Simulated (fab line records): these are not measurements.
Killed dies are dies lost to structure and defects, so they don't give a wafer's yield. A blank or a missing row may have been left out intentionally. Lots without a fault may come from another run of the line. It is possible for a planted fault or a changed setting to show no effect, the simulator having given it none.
One fault seen from 2 desks    flow n5Finfet    numbers are kept per desk, each desk with only its own; the story behind them comes last

## TOOL OWNER'S DESK, lithoTrack-02
The tool's own readings at N5_BEOL_M14_COAT_65 (time 60 s, resist thk 450 nm): means of the sampled wafers that have a number, for each lot that ran on this tool. Marked OUT: a lot whose mean sits more than 4 standard deviations from the usual mean, which makes it out of limits; the brackets give that distance.
Columns: A = heaterPowerTotalW at N5_BEOL_M14_COAT_65, usual 500.6 W; B = spinSpeedRpm at N5_BEOL_M14_COAT_65, usual 1500.0 rpm
lot   first seen here  A      B
L165  day 12 17:20     500.5  1499.7
L167  day 13 01:02     501.8  1500.3
L170  day 13 17:53     498.0  1419.1 (-97) OUT
L172  day 14 03:59     499.4  1419.7 (-97) OUT
L173  day 14 23:11     498.1  1417.8 (-99 or more) OUT
L185  day 17 21:03     501.0  1500.0
This desk's finding: out of limits on L170, L172, L173; first on L170, day 13 17:53 (spinSpeedRpm at N5_BEOL_M14_COAT_65). L165, L167, L185: within limits.

## THE DEFECT DESK
Counts from the inspections along the route, per lot, as means over the sampled wafers that have a number. Marked OUT: a lot whose mean sits more than 4 standard deviations from the usual mean, which makes it out of limits; the brackets give that distance.
Columns: A = rawDefectCount at N5_BEOL_M13_INSPECT_55, usual 68
lot   first seen here  A
L164  day 12 04:47     73
L165  day 12 16:14     48
L167  day 12 23:56     78
L169  day 13 01:29     75
L170  day 13 16:40     70
L172  day 14 02:44     74
L173  day 14 22:05     39
L179  day 16 08:46     84
L183  day 16 15:14     67
L184  day 17 16:30     70
L185  day 17 19:42     45
This desk's verdict: no lot among the 11 shows anything out of limits.

## PUT TOGETHER
On L170, L172, L173, at day 13 17:53, an alarm was possible from the tool owner's desk.
No out-of-limits result turned up at the defect desk.
The defect desk has L170, L172, L173 on record, within its limits.
On lithoTrack-02, each named lot ran N5_BEOL_M14_COAT_65.

## WHAT THE SIMULATOR HAD PUT IN
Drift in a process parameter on lithoTrack-02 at N5_BEOL_M14_COAT_65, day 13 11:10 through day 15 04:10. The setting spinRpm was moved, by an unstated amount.
Shown lots that were struck: L170, L172, L173.
Hours from the fault's start to each desk's first reading out of limits: the tool owner's desk, 7.
